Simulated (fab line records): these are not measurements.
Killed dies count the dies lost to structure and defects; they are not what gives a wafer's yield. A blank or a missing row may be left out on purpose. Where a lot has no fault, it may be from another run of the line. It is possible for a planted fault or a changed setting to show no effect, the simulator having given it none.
fab line records + flow n5-finfet
record:
- lots: 10
- wafers: 30
- last-day: 17
route steps=1938 shown START@1 ZERO_LAYER@19 WELL_APT@33 BEOL_M4@1111 PASSIVATION@1936
lots that met no fault: from a run of the same line without faults
start-h: hours from the record's first day to the start of the lot's first wafer shown + wait-h: hours from the lot's prior step to this one + " identical to the entry in the row above + L1.1+2: one row covering several wafers at once + - no value, or no start was given + * or withheld: withheld + < > ~ a bound
route shown NAME@n: a module of which the file shows steps, and the number in the route of the first + usual: mean/standard deviation of fault-free wafers + same: alike in all rows + chamber/n: place in a boat + sites: per-site readings + _std_site: the standard deviation of these + _edge_site: inner sites' mean taken away from outer sites' mean + radius-mm: for every site, how far away it sits from the centre of the wafer + mask NAME#n: copy n + behind: the tool/chamber that last shaped the wafer + hold: cause of the lot's hold/its duration in hours/its outcome + device: which transistor (n, p or np) failed to switch + end of line: tests run on the same wafers once the route is complete + a step without rows: its recipe alone + killed: dies lost to structure and defects at the first sort, not the wafer's yield + map: a wafer's dies, marking killed ones x, the rest . and places with no die _
set.NAME: the setting the step ran with; set.NAME@STEP: the setting that earlier step ran with + model.NAME: the simulator's own value behind a step, which no gauge read
one table for each step of the route and one row for each wafer, over a sample of lots
services: the hour from which a tool's chamber was out of use, counted from the record's first day as start-h (under 0 if before that day), plus the number of hours and why
== steps ==
step: N5_START_INSPECT_01
recipe:
- inspect-instrument: unpatterned-scan
- mode: incoming
usual:
- raw-defect-count: 5.9/2.4
| lot.wafer | tool              | chamber | start-h | wait-h | raw-defect-count |
|-----------|-------------------|---------|---------|--------|------------------|
| L373.1    | defect-inspect-01 | -       | 12.03   | -      | 4                |
| L373.2    | "                 | -       | "       | "      | 10               |
| L373.3    | "                 | -       | "       | "      | 7                |
| L374.3    | defect-inspect-01 | -       | 18.03   | -      | 4                |
| L374.4    | "                 | -       | "       | "      | 8                |
| L374.6    | "                 | -       | "       | "      | 8                |
| L376.3    | defect-inspect-01 | -       | 30.03   | -      | 3                |
| L376.4    | "                 | -       | "       | "      | 3                |
| L376.6    | "                 | -       | "       | "      | 9                |
| L378.3    | defect-inspect-01 | -       | 42.03   | -      | 4                |
| L378.4    | "                 | -       | "       | "      | 10               |
| L378.6    | "                 | -       | "       | "      | 4                |
| L384.2    | defect-inspect-01 | -       | 78.03   | -      | 6                |
| L384.4    | "                 | -       | "       | "      | 7                |
| L384.6    | "                 | -       | "       | "      | 6                |
| L386.1    | defect-inspect-02 | -       | 90.03   | -      | 6                |
| L386.2    | "                 | -       | "       | "      | 4                |
| L386.6    | "                 | -       | "       | "      | 3                |
| L388.3    | defect-inspect-01 | -       | 102.03  | -      | 7                |
| L388.4    | "                 | -       | "       | "      | 5                |
| L388.5    | "                 | -       | "       | "      | 7                |
| L390.1    | defect-inspect-02 | -       | 114.03  | -      | 6                |
| L390.3    | "                 | -       | "       | "      | 3                |
| L390.4    | "                 | -       | "       | "      | 5                |
| L393.4    | defect-inspect-02 | -       | 132.04  | -      | 3                |
| L393.5    | "                 | -       | "       | "      | 8                |
| L393.6    | "                 | -       | "       | "      | 5                |
| L395.1    | defect-inspect-01 | -       | 144.03  | -      | 6                |
| L395.2    | "                 | -       | "       | "      | 7                |
| L395.4    | "                 | -       | "       | "      | 3                |
step: N5_ZERO_LAYER_INSPECT_20
recipe:
- inspect-instrument: darkfield
- mode: post-clean
usual:
- raw-defect-count: 38/16
| lot.wafer | tool              | chamber | start-h | wait-h | raw-defect-count |
|-----------|-------------------|---------|---------|--------|------------------|
| L373.1    | defect-inspect-02 | -       | 13.30   | 0.0    | 13               |
| L373.2    | "                 | -       | "       | "      | 53               |
| L373.3    | "                 | -       | "       | "      | 34               |
| L374.3    | defect-inspect-01 | -       | 19.26   | 0.0    | 28               |
| L374.4    | "                 | -       | "       | "      | 30               |
| L374.6    | "                 | -       | "       | "      | 28               |
| L376.3    | defect-inspect-01 | -       | 31.33   | 0.0    | 60               |
| L376.4    | "                 | -       | "       | "      | 59               |
| L376.6    | "                 | -       | "       | "      | 57               |
| L378.3    | defect-inspect-02 | -       | 43.79   | 0.0    | 29               |
| L378.4    | "                 | -       | "       | "      | 33               |
| L378.6    | "                 | -       | "       | "      | 25               |
| L384.2    | defect-inspect-02 | -       | 79.39   | 0.0    | 26               |
| L384.4    | "                 | -       | "       | "      | 36               |
| L384.6    | "                 | -       | "       | "      | 21               |
| L386.1    | defect-inspect-01 | -       | 91.41   | 0.0    | 30               |
| L386.2    | "                 | -       | "       | "      | 24               |
| L386.6    | "                 | -       | "       | "      | 25               |
| L388.3    | defect-inspect-01 | -       | 103.38  | 0.0    | 33               |
| L388.4    | "                 | -       | "       | "      | 27               |
| L388.5    | "                 | -       | "       | "      | 48               |
| L390.1    | defect-inspect-02 | -       | 115.38  | 0.0    | 24               |
| L390.3    | "                 | -       | "       | "      | 24               |
| L390.4    | "                 | -       | "       | "      | 42               |
| L393.4    | defect-inspect-02 | -       | 133.57  | 0.0    | 103              |
| L393.5    | "                 | -       | "       | "      | 74               |
| L393.6    | "                 | -       | "       | "      | 54               |
| L395.1    | defect-inspect-02 | -       | 145.40  | 0.0    | 39               |
| L395.2    | "                 | -       | "       | "      | 31               |
| L395.4    | "                 | -       | "       | "      | 67               |
step: N5_WELL_APT_IMPLANT_15
recipe:
- species: As
- energy-kev: 25
- dose-cm2: 1.5e+13
- tilt-deg: 0
- rotation-deg: 0
usual:
- beam-on-s: 10.01/0.21
- dose-ions-cm2: 1.4999e+13/1.6e+10
- faraday-current-uA: 190/3.9
| lot.wafer | tool         | chamber | start-h | wait-h | beam-on-s | dose-ions-cm2 | faraday-current-uA |
|-----------|--------------|---------|---------|--------|-----------|---------------|--------------------|
| L373.1    | implanter-02 | 0       | 14.18   | 0.1    | 10.13     | 1.5004e+13    | 187                |
| L373.2    | "            | 0       | "       | "      | 10.42     | 1.5007e+13    | 183                |
| L373.3    | "            | 0       | "       | "      | 10.11     | 1.5022e+13    | 188                |
| L374.3    | implanter-01 | 0       | 20.42   | 0.1    | 10.22     | 1.502e+13     | 187                |
| L374.4    | "            | 0       | "       | "      | 10.01     | 1.502e+13     | 191                |
| L374.6    | "            | 0       | "       | "      | 10.11     | 1.5009e+13    | 189                |
| L376.3    | implanter-01 | 0       | 32.13   | 0.1    | 10.30     | 1.5022e+13    | 184                |
| L376.4    | "            | 0       | "       | "      | 9.84      | 1.5016e+13    | 192                |
| L376.6    | "            | 0       | "       | "      | 9.93      | 1.5002e+13    | 191                |
| L378.3    | implanter-01 | 0       | 44.53   | 0.1    | 9.82      | 1.5009e+13    | 194                |
| L378.4    | "            | 0       | "       | "      | 9.84      | 1.4993e+13    | 194                |
| L378.6    | "            | 0       | "       | "      | 9.87      | 1.5008e+13    | 192                |
| L384.2    | implanter-01 | 0       | 80.38   | 0.1    | 10.26     | 2.1175e+13    | 262                |
| L384.4    | "            | 0       | "       | "      | 9.98      | 2.1178e+13    | 270                |
| L384.6    | "            | 0       | "       | "      | 10.34     | 2.1164e+13    | 260                |
| L386.1    | implanter-01 | 0       | 92.12   | 0.1    | 10.02     | 2.1221e+13    | 269                |
| L386.2    | "            | 0       | "       | "      | 10.15     | 2.1176e+13    | 265                |
| L386.6    | "            | 0       | "       | "      | 9.85      | 2.1168e+13    | 272                |
| L388.3    | implanter-01 | 0       | 104.26  | 0.1    | 9.89      | 2.1177e+13    | 272                |
| L388.4    | "            | 0       | "       | "      | 10.27     | 2.118e+13     | 263                |
| L388.5    | "            | 0       | "       | "      | 10.00     | 2.1192e+13    | 269                |
| L390.1    | implanter-02 | 0       | 116.16  | 0.1    | 9.69      | 1.5011e+13    | 196                |
| L390.3    | "            | 0       | "       | "      | 9.99      | 1.501e+13     | 190                |
| L390.4    | "            | 0       | "       | "      | 9.99      | 1.4978e+13    | 190                |
| L393.4    | implanter-02 | 0       | 134.56  | 0.1    | 10.10     | 1.5024e+13    | 188                |
| L393.5    | "            | 0       | "       | "      | 10.21     | 1.4996e+13    | 186                |
| L393.6    | "            | 0       | "       | "      | 9.59      | 1.4976e+13    | 198                |
| L395.1    | implanter-02 | 0       | 146.07  | 0.1    | 10.34     | 1.4994e+13    | 184                |
| L395.2    | "            | 0       | "       | "      | 10.14     | 1.5014e+13    | 187                |
| L395.4    | "            | 0       | "       | "      | 9.99      | 1.5027e+13    | 189                |
step: N5_WELL_APT_DESCUM_30
recipe:
- chemistry: O2
- time-s: 7.9
- source-power-w: 50
- bias-power-w: 20
- pressure-mtorr: 20
- rf-frequency-hz: 2.712e+07
- temp-c: 40
- o2-flow-sccm: 225
usual:
- drypump-motor-current-A: 5.4/0.38
- o2-flow-sccm: 224.8/0.63
- oes-product-au: 0.78/0.082
- rf-vpp-V: 242.9/1.4
- showerhead-plenum-p-Torr: 2.07/0.084
- throttle-valve-pct: 20.34/0.17
| lot.wafer | tool        | chamber | start-h | wait-h | drypump-motor-current-A | o2-flow-sccm | oes-product-au | rf-hours-counter-h | rf-vpp-V | showerhead-plenum-p-Torr | throttle-valve-pct |
|-----------|-------------|---------|---------|--------|-------------------------|--------------|----------------|--------------------|----------|--------------------------|--------------------|
| L373.1    | rie-diel-05 | 2       | 15.14   | 0.0    | 5.9                     | 225.6        | 0.75           | 136                | 244.6    | 2.20                     | 20.33              |
| L373.2    | "           | 1       | "       | "      | 5.5                     | 224.9        | 0.79           | 129                | 242.2    | 1.99                     | 20.28              |
| L373.3    | "           | 0       | "       | "      | 4.9                     | 225.4        | 0.89           | 19                 | 244.5    | 2.14                     | 19.92              |
| L374.3    | rie-diel-02 | 3       | 21.33   | 0.0    | 5.4                     | 224.7        | 0.70           | 248                | 244.3    | 2.14                     | 20.68              |
| L374.4    | "           | 1       | "       | "      | 4.9                     | 225.1        | 0.67           | 239                | 243.0    | 2.17                     | 20.45              |
| L374.6    | "           | 3       | "       | "      | 5.4                     | 224.7        | 0.70           | -                  | 243.9    | 2.14                     | 20.68              |
| L376.3    | rie-diel-05 | 1       | 33.04   | 0.0    | 5.5                     | 224.8        | 0.78           | 134                | 242.8    | 1.99                     | 20.30              |
| L376.4    | "           | 3       | "       | "      | 5.7                     | 225.3        | 0.71           | 218                | 242.7    | 1.96                     | 20.51              |
| L376.6    | "           | 0       | "       | "      | 5.0                     | 225.2        | 0.88           | -                  | 243.6    | 2.13                     | 19.94              |
| L378.3    | rie-diel-04 | 1       | 45.36   | 0.1    | 5.3                     | 224.8        | 0.76           | 167                | 243.9    | 2.17                     | 20.49              |
| L378.4    | "           | 0       | "       | "      | 5.9                     | 225.3        | 0.75           | 143                | 239.7    | 1.99                     | 20.41              |
| L378.6    | "           | 1       | "       | "      | 5.3                     | 225.1        | 0.75           | -                  | 243.8    | 2.17                     | 20.49              |
| L384.2    | rie-diel-05 | 0       | 81.19   | 0.0    | 5.0                     | 224.6        | 0.85           | 45                 | 245.0    | 2.13                     | 19.96              |
| L384.4    | "           | 2       | "       | "      | 5.9                     | 225.1        | 0.73           | 160                | 244.5    | 2.19                     | 20.37              |
| L384.6    | "           | 0       | "       | "      | 4.9                     | 224.1        | 0.85           | -                  | 244.5    | 2.13                     | 19.97              |
| L386.1    | rie-diel-05 | 1       | 93.47   | 0.4    | 5.5                     | 224.7        | 0.77           | 158                | 244.9    | 1.98                     | 20.33              |
| L386.2    | "           | 2       | "       | "      | 5.9                     | 224.9        | 0.74           | 163                | 242.4    | 2.19                     | 20.38              |
| L386.6    | "           | 0       | "       | "      | 4.9                     | 224.9        | 0.85           | -                  | 243.3    | 2.13                     | 19.96              |
| L388.3    | rie-diel-02 | 1       | 105.04  | 0.0    | 5.0                     | 225.0        | 0.93           | 9                  | 244.4    | 2.16                     | 20.21              |
| L388.4    | "           | 2       | "       | "      | 6.0                     | 225.2        | 0.73           | 174                | 243.5    | 2.16                     | 20.43              |
| L388.5    | "           | 3       | "       | "      | 5.4                     | 225.6        | 0.96           | -                  | 243.9    | 2.13                     | 20.21              |
| L390.1    | rie-diel-04 | 3       | 117.01  | 0.0    | 5.6                     | 225.2        | 0.72           | 172                | 241.3    | 1.98                     | 20.24              |
| L390.3    | "           | 0       | "       | "      | 5.9                     | 225.4        | 0.72           | 174                | 242.2    | 1.98                     | 20.46              |
| L390.4    | "           | 1       | "       | "      | 5.3                     | 225.9        | 0.72           | 197                | 243.8    | 2.16                     | 20.52              |
| L393.4    | rie-diel-04 | 2       | 135.44  | 0.0    | 4.8                     | 225.2        | 0.91           | 25                 | 242.1    | 2.06                     | 20.35              |
| L393.5    | "           | 3       | "       | "      | 5.6                     | 224.5        | 0.71           | -                  | 241.0    | 1.98                     | 20.26              |
| L393.6    | "           | 0       | "       | "      | 5.9                     | 224.6        | 0.72           | -                  | 242.1    | 1.98                     | 20.47              |
| L395.1    | rie-diel-02 | 3       | 146.91  | 0.0    | 5.4                     | 225.4        | 0.93           | 26                 | 242.8    | 2.13                     | 20.25              |
| L395.2    | "           | 0       | "       | "      | 5.7                     | 224.0        | 0.73           | 189                | 241.9    | 1.99                     | 20.40              |
| L395.4    | "           | 2       | "       | "      | 5.9                     | 224.1        | 0.73           | 186                | 243.6    | 2.16                     | 20.43              |
step: N5_BEOL_M4_RC_MEAS_101
usual:
- CJ_P: 5.75/0.23
- DIBL_N: 36.9/1.7
- DIBL_P: 36.7/2.1
- IOFF_N: 0.17/0.032
- IOFF_P: 0.22/0.036
- ION_N: 674/12
- ION_P: 461/7
- SS_N: 71.7/0.6
- SS_P: 73.4/0.67
- VT_N: 249/3.1
- VT_P: -250/3.2
| lot.wafer | tool      | chamber | start-h | wait-h | CJ_P | DIBL_N[mV/V] | DIBL_P[mV/V] | IOFF_N[nA/um] | IOFF_P[nA/um] | ION_N[uA/um] | ION_P[uA/um] | SS_N[mV/dec] | SS_P[mV/dec] | VT_N[mV] | VT_P[mV] |
|-----------|-----------|---------|---------|--------|------|--------------|--------------|---------------|---------------|--------------|--------------|--------------|--------------|----------|----------|
| L373.1    | prober-01 | 0       | 169.52  | 0.0    | 5.93 | 35.5         | 35.5         | 0.14          | 0.18          | 657          | 448          | 71.7         | 72.8         | 253      | -254     |
| L373.2    | "         | 0       | "       | "      | 6.12 | 36.4         | 36.6         | 0.15          | 0.20          | 674          | 464          | 71.3         | 73.2         | 254      | -251     |
| L373.3    | "         | 0       | "       | "      | 5.69 | 35.7         | 34.9         | 0.14          | 0.18          | 666          | 456          | 70.9         | 73.1         | 250      | -251     |
| L376.3    | prober-02 | 0       | 182.21  | 0.3    | 5.94 | 32.8         | 32.8         | 0.12          | 0.17          | 660          | 454          | 70.6         | 72.8         | 255      | -252     |
| L376.4    | "         | 0       | "       | "      | 6.02 | 35.9         | 35.1         | 0.16          | 0.20          | 663          | 454          | 71.8         | 72.8         | 250      | -252     |
| L376.6    | "         | 0       | "       | "      | 5.77 | 34.4         | 32.9         | 0.14          | 0.17          | 652          | 446          | 71.6         | 72.2         | 252      | -251     |
| L374.3    | prober-02 | 0       | 192.31  | 0.3    | 5.49 | 37.7         | 37.5         | 0.18          | 0.22          | 674          | 463          | 71.6         | 73.8         | 250      | -249     |
| L374.4    | "         | 0       | "       | "      | 5.88 | 36.5         | 35.6         | 0.16          | 0.19          | 666          | 456          | 71.3         | 73.2         | 250      | -252     |
| L374.6    | "         | 0       | "       | "      | 5.43 | 36.5         | 36.0         | 0.16          | 0.19          | 676          | 453          | 71.7         | 73.5         | 250      | -252     |
| L378.3    | prober-02 | 0       | 197.64  | 0.4    | 5.79 | 38.0         | 40.4         | 0.20          | 0.27          | 687          | 469          | 72.1         | 73.6         | 244      | -246     |
| L378.4    | "         | 0       | "       | "      | 6.01 | 35.7         | 36.3         | 0.16          | 0.20          | 670          | 464          | 71.7         | 72.8         | 248      | -251     |
| L378.6    | "         | 0       | "       | "      | 5.74 | 37.3         | 39.3         | 0.18          | 0.26          | 671          | 463          | 72.3         | 73.7         | 248      | -248     |
| L384.2    | prober-01 | 0       | 231.92  | 0.2    | 6.46 | 36.1         | 35.2         | 0.15          | 0.22          | 668          | 465          | 71.4         | 72.5         | 250      | -247     |
| L384.4    | "         | 0       | "       | "      | 6.51 | 34.8         | 33.8         | 0.13          | 0.18          | 656          | 456          | 70.9         | 71.8         | 253      | -253     |
| L384.6    | "         | 0       | "       | "      | 7.02 | 35.1         | 34.2         | 0.14          | 0.19          | 665          | 458          | 71.9         | 72.7         | 252      | -249     |
| L386.1    | prober-02 | 0       | 249.66  | 0.0    | 6.85 | 34.9         | 35.1         | 0.13          | 0.16          | 673          | 455          | 70.6         | 73.0         | 251      | -256     |
| L386.2    | "         | 0       | "       | "      | 6.33 | 35.7         | 34.7         | 0.14          | 0.16          | 672          | 453          | 71.3         | 73.2         | 253      | -256     |
| L386.6    | "         | 0       | "       | "      | 6.75 | 36.9         | 37.1         | 0.17          | 0.18          | 686          | 459          | 71.6         | 74.1         | 250      | -252     |
| L388.3    | prober-01 | 0       | 257.39  | 0.3    | 6.83 | 37.3         | 36.7         | 0.18          | 0.24          | 676          | 465          | 71.6         | 73.5         | 246      | -248     |
| L388.4    | "         | 0       | "       | "      | 6.30 | 37.9         | 35.8         | 0.20          | 0.22          | 685          | 467          | 71.9         | 73.4         | 246      | -251     |
| L388.5    | "         | 0       | "       | "      | 6.69 | 37.8         | 35.6         | 0.18          | 0.22          | 681          | 465          | 71.8         | 72.5         | 247      | -250     |
| L390.1    | prober-02 | 0       | 270.93  | 0.0    | 5.97 | 38.5         | 38.0         | 0.19          | 0.24          | 676          | 466          | 71.9         | 73.7         | 248      | -249     |
| L390.3    | "         | 0       | "       | "      | 5.86 | 35.0         | 34.8         | 0.13          | 0.20          | 654          | 458          | 71.2         | 72.8         | 252      | -252     |
| L390.4    | "         | 0       | "       | "      | 5.67 | 32.8         | 32.0         | 0.11          | 0.16          | 660          | 455          | 70.6         | 72.6         | 253      | -255     |
| L393.4    | prober-01 | 0       | 289.45  | 0.5    | 5.40 | 35.4         | 37.3         | 0.16          | 0.21          | 681          | 464          | 71.1         | 73.6         | 248      | -250     |
| L393.5    | "         | 0       | "       | "      | 5.96 | 37.0         | 37.7         | 0.17          | 0.22          | 682          | 465          | 70.8         | 73.7         | 248      | -249     |
| L393.6    | "         | 0       | "       | "      | 5.34 | 35.2         | 37.1         | 0.15          | 0.21          | 682          | 461          | 71.0         | 73.0         | 250      | -249     |
| L395.1    | prober-02 | 0       | 295.20  | 0.0    | 6.12 | 37.5         | 38.7         | 0.20          | 0.28          | 681          | 473          | 72.4         | 74.4         | 244      | -247     |
| L395.2    | "         | 0       | "       | "      | 5.88 | 38.9         | 40.3         | 0.23          | 0.30          | 696          | 471          | 72.0         | 74.2         | 245      | -243     |
| L395.4    | "         | 0       | "       | "      | 5.93 | 35.0         | 35.1         | 0.14          | 0.22          | 660          | 468          | 71.2         | 73.2         | 251      | -249     |
step: N5_PASSIVATION_PROBE_49
usual:
- defect-limited-yield: 91.7/1.5
- killed_at_M0_to_M3: 32/9.6
- killed_at_M4_up: 13/5.3
- killed-at-contacts: 12/6.8
- killed-at-front-end: 36/9.8
- killed-at-other: 4/3.1
- killed-dies: 98/17
- killed-on-rim: 13/4
- killed-open: 65/13
- killed-short: 32/8.5
- sort_bin_5_function: 4.9/0.93
- sort_bin_6_memory: 3.2/0.67
- sort_bin_8_speed: 0.00/0.02
- sort-n-pass: 1082/17
same:
- gross-dies: 1180
- killed-at-back-side: 0
- sort_bin_4_leakage[%]: 0
| lot.wafer | tool      | chamber | start-h | wait-h | defect-limited-yield[%] | killed_at_M0_to_M3 | killed_at_M4_up | killed-at-contacts | killed-at-front-end | killed-at-other | killed-dies | killed-on-rim | killed-open | killed-short | sort_bin_5_function[%] | sort_bin_6_memory[%] | sort_bin_8_speed[%] | sort-n-pass |
|-----------|-----------|---------|---------|--------|-------------------------|--------------------|-----------------|--------------------|---------------------|-----------------|-------------|---------------|-------------|--------------|------------------------|----------------------|---------------------|-------------|
| L378.3    | prober-01 | -       | 294.73  | 0.1    | 93.6                    | 29                 | 15              | 16                 | 13                  | 3               | 76          | 13            | 56          | 18           | 3.5                    | 2.8                  | 0                   | 1104        |
| L378.4    | prober-01 | -       | 294.78  | 0.2    | 92.7                    | 32                 | 10              | 12                 | 28                  | 4               | 86          | 12            | 53          | 32           | 4.6                    | 2.5                  | 0                   | 1094        |
| L378.6    | prober-01 | -       | 294.88  | 0.3    | 91.4                    | 36                 | 10              | 6                  | 44                  | 5               | 101         | 16            | 78          | 23           | 5.0                    | 3.5                  | 0                   | 1079        |
| L384.2    | prober-02 | -       | 329.90  | 0.1    | 91.4                    | 43                 | 9               | 7                  | 39                  | 4               | 102         | 8             | 73          | 29           | 5.2                    | 3.1                  | 0                   | 1078        |
| L384.4    | prober-02 | -       | 330.00  | 0.2    | 90.8                    | 38                 | 23              | 15                 | 32                  | 1               | 109         | 10            | 90          | 19           | 5.3                    | 3.8                  | 0                   | 1071        |
| L384.6    | prober-02 | -       | 330.10  | 0.3    | 93.7                    | 35                 | 3               | 14                 | 20                  | 2               | 74          | 8             | 49          | 25           | 4.1                    | 2.1                  | 0                   | 1106        |
| L386.1    | prober-02 | -       | 351.38  | 0.0    | 90.2                    | 38                 | 29              | 14                 | 35                  | 0               | 116         | 19            | 76          | 33           | 6.1                    | 2.9                  | 0                   | 1064        |
| L386.2    | prober-02 | -       | 351.43  | 0.1    | 92.2                    | 27                 | 21              | 3                  | 40                  | 1               | 92          | 14            | 62          | 28           | 4.7                    | 2.9                  | 0                   | 1088        |
| L386.6    | prober-02 | -       | 351.63  | 0.3    | 94.3                    | 24                 | 15              | 1                  | 22                  | 5               | 67          | 10            | 48          | 17           | 3.6                    | 2.0                  | 0                   | 1113        |
| L395.1    | prober-02 | -       | 395.78  | 0.0    | 90.9                    | 40                 | 16              | 12                 | 31                  | 8               | 107         | 18            | 73          | 34           | 5.2                    | 3.6                  | 0                   | 1073        |
| L395.2    | prober-02 | -       | 395.83  | 0.1    | 89.1                    | 45                 | 15              | 14                 | 46                  | 9               | 129         | 17            | 84          | 45           | 6.9                    | 3.6                  | 0                   | 1051        |
| L395.4    | prober-02 | -       | 395.93  | 0.2    | 88.1                    | 40                 | 19              | 19                 | 52                  | 10              | 140         | 20            | 85          | 55           | 7.3                    | 4.1                  | 0                   | 1040        |
killed by level:class
L378.3 MOL_CONTACT_COAG:geometric-particle:open=14 BEOL_M0_SAQP:geometric-particle:short=9 BEOL_M4:geometric-particle:open=7 BEOL_M0_SAQP:geometric-particle:open=6 BEOL_M2:geometric-particle:open=5 BEOL_M1:geometric-particle:open=4 BEOL_M3:geometric-particle:open=4 GATE_CUT:geometric-particle:short=3
L378.4 BEOL_M0_SAQP:geometric-particle:short=9 STI_FIN_REVEAL:geometric-particle:open=8 MOL_CONTACT_COAG:geometric-particle:short=8 BEOL_M2:geometric-particle:open=8 BEOL_M0_SAQP:geometric-particle:open=6 DUMMY_GATE:geometric-particle:open=5 MOL_CONTACT_COAG:geometric-particle:open=4 BEOL_M1:geometric-particle:open=4
L378.6 STI_FIN_REVEAL:geometric-particle:open=20 BEOL_M2:geometric-particle:open=11 BEOL_M0_SAQP:geometric-particle:open=7 FIN_SAQP:geometric-particle:open=5 MOL_CONTACT_COAG:geometric-particle:open=5 BEOL_M0_SAQP:geometric-particle:short=4 BEOL_M1:geometric-particle:open=4 BEOL_M3:geometric-particle:open=4
L384.2 FIN_SAQP:geometric-particle:open=9 BEOL_M1:geometric-particle:open=8 STI_FIN_REVEAL:geometric-particle:open=8 BEOL_M0_SAQP:geometric-particle:open=8 MOL_CONTACT_COAG:geometric-particle:open=7 BEOL_M2:geometric-particle:open=7 BEOL_M3:geometric-particle:open=7 BEOL_M0_SAQP:geometric-particle:short=5
L384.4 STI_FIN_REVEAL:geometric-particle:open=17 BEOL_M4:geometric-particle:open=16 MOL_CONTACT_COAG:geometric-particle:open=14 BEOL_M3:geometric-particle:open=10 BEOL_M0_SAQP:geometric-particle:open=8 BEOL_M0_SAQP:geometric-particle:short=6 BEOL_M2:geometric-particle:open=4 BEOL_M1:geometric-particle:open=4
L384.6 MOL_CONTACT_COAG:geometric-particle:open=9 BEOL_M0_SAQP:geometric-particle:short=8 BEOL_M0_SAQP:geometric-particle:open=7 STI_FIN_REVEAL:geometric-particle:open=5 MOL_CONTACT_COAG:geometric-particle:short=5 BEOL_M2:geometric-particle:open=5 BEOL_M3:geometric-particle:open=5 BEOL_M1:geometric-particle:open=4
L386.1 BEOL_M4:geometric-particle:open=16 MOL_CONTACT_COAG:geometric-particle:open=12 BEOL_M3:geometric-particle:open=10 FIN_SAQP:geometric-particle:open=7 BEOL_M0_SAQP:geometric-particle:short=6 BEOL_M1:geometric-particle:open=5 BEOL_M2:geometric-particle:open=5 HKMG_FIN:area-etch=5
L386.2 FIN_SAQP:geometric-particle:short=11 BEOL_M3:geometric-particle:open=10 FIN_SAQP:geometric-particle:open=8 DUMMY_GATE:geometric-particle:open=7 BEOL_M0_SAQP:geometric-particle:short=6 BEOL_M7:geometric-particle:open=5 BEOL_M1:geometric-particle:open=5 BEOL_M4:geometric-particle:open=4
L386.6 BEOL_M3:geometric-particle:open=6 BEOL_M0_SAQP:geometric-particle:open=5 FIN_SAQP:geometric-particle:open=4 GATE_CUT:geometric-particle:short=4 BEOL_M0:geometric-particle:open=4 BEOL_M2:geometric-particle:open=4 BEOL_M4:geometric-particle:open=4 FIN_SAQP:geometric-particle:short=3
L395.1 BEOL_M0_SAQP:geometric-particle:short=12 MOL_CONTACT_COAG:geometric-particle:open=11 BEOL_M0_SAQP:geometric-particle:open=10 FIN_SAQP:geometric-particle:open=7 BEOL_M3:geometric-particle:open=5 BEOL_M4:geometric-particle:open=5 STI_FIN_REVEAL:geometric-particle:open=4 STARTING-WAFER:geometric-particle:open=4
L395.2 MOL_CONTACT_COAG:geometric-particle:open=13 FIN_SAQP:geometric-particle:short=12 BEOL_M0_SAQP:geometric-particle:open=11 BEOL_M3:geometric-particle:open=10 FIN_SAQP:geometric-particle:open=8 BEOL_M0_SAQP:geometric-particle:short=8 BEOL_M1:geometric-particle:open=5 BEOL_M2:geometric-particle:open=5
L395.4 FIN_SAQP:geometric-particle:open=16 MOL_CONTACT_COAG:geometric-particle:open=16 FIN_SAQP:geometric-particle:short=14 BEOL_M0_SAQP:geometric-particle:short=11 BEOL_M3:geometric-particle:open=10 BEOL_M0_SAQP:geometric-particle:open=9 BEOL_M4:geometric-particle:open=6 BEOL_M4:geometric-particle:short=5
== services ==
| tool         | chamber | start-h | hours | kind                          |
|--------------|---------|---------|-------|-------------------------------|
| rie-diel-05  | 0       | -8.16   | 3.6   | repair                        |
| rie-diel-02  | 3       | -7.07   | 12.7  | repair                        |
| rie-diel-05  | -       | 23.58   | 0.9   | repair                        |
| rie-diel-02  | 3       | 26.26   | -     | clean                         |
| rie-diel-02  | 3       | 26.26   | -     | consumable-replace:focus-ring |
| rie-diel-02  | 3       | 26.26   | 27.9  | scheduled-down                |
| rie-diel-02  | 3       | 26.26   | 27.9  | vent-cycle                    |
| implanter-02 | -       | 47.37   | 3.0   | pm                            |
| rie-diel-04  | 2       | 49.28   | -     | clean                         |
| rie-diel-04  | 2       | 49.28   | -     | consumable-replace:focus-ring |
| rie-diel-04  | 2       | 49.28   | 15.3  | scheduled-down                |
| rie-diel-04  | 2       | 49.28   | 15.3  | vent-cycle                    |
| rie-diel-02  | -       | 63.38   | 14.6  | pm                            |
| implanter-02 | -       | 91.78   | 0.7   | repair                        |
| rie-diel-04  | -       | 99.96   | 4.3   | pm                            |
| rie-diel-02  | -       | 110.97  | 2.8   | pm                            |
| rie-diel-05  | 0       | 113.45  | 3.9   | repair                        |
| rie-diel-05  | -       | 116.55  | 0.5   | repair                        |
| rie-diel-05  | 3       | 117.37  | -     | clean                         |
| rie-diel-05  | 3       | 117.37  | -     | consumable-replace:focus-ring |
| rie-diel-05  | 3       | 117.37  | -     | consumable-replace:showerhead |
| rie-diel-05  | 3       | 117.37  | 14.9  | scheduled-down                |
| rie-diel-05  | 3       | 117.37  | 14.9  | vent-cycle                    |
| rie-diel-04  | 3       | 144.48  | 1.3   | repair                        |
== key ==
first-sign:
- step: N5_WELL_APT_IMPLANT_15
- reading: dose-ions-cm2
- direction: up
- sigmas: 99+
- usual: 1.4999e+13
- struck: 2.1181e+13
effect:
- step: N5_WELL_APT_IMPLANT_15
- reading: faraday-current-uA
- direction: up
- sigmas: 20
- usual: 190
- struck: 267
effect:
- step: N5_BEOL_M4_RC_MEAS_101
- reading: CJ_P
- direction: up
- sigmas: 3.9
- usual: 5.75
- struck: 6.64
met-at N5_WELL_APT_IMPLANT_15
struck-lots L384,L386,L388
not-acting-at N5_START_INSPECT_01,N5_ZERO_LAYER_INSPECT_20,N5_WELL_APT_DESCUM_30
onset-between 44.53 80.38
fault:
- kind: process-parameter-drift
- tool: implanter-01
- chamber: -
- onset-h: 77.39
- steps: N5_WELL_APT_IMPLANT_15
- channel: dose-cm2
- offset: 6.1853e+12
- shape: step
- end-h: 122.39
- acts-in: these-recipes-only
- stated: 1.5e+13
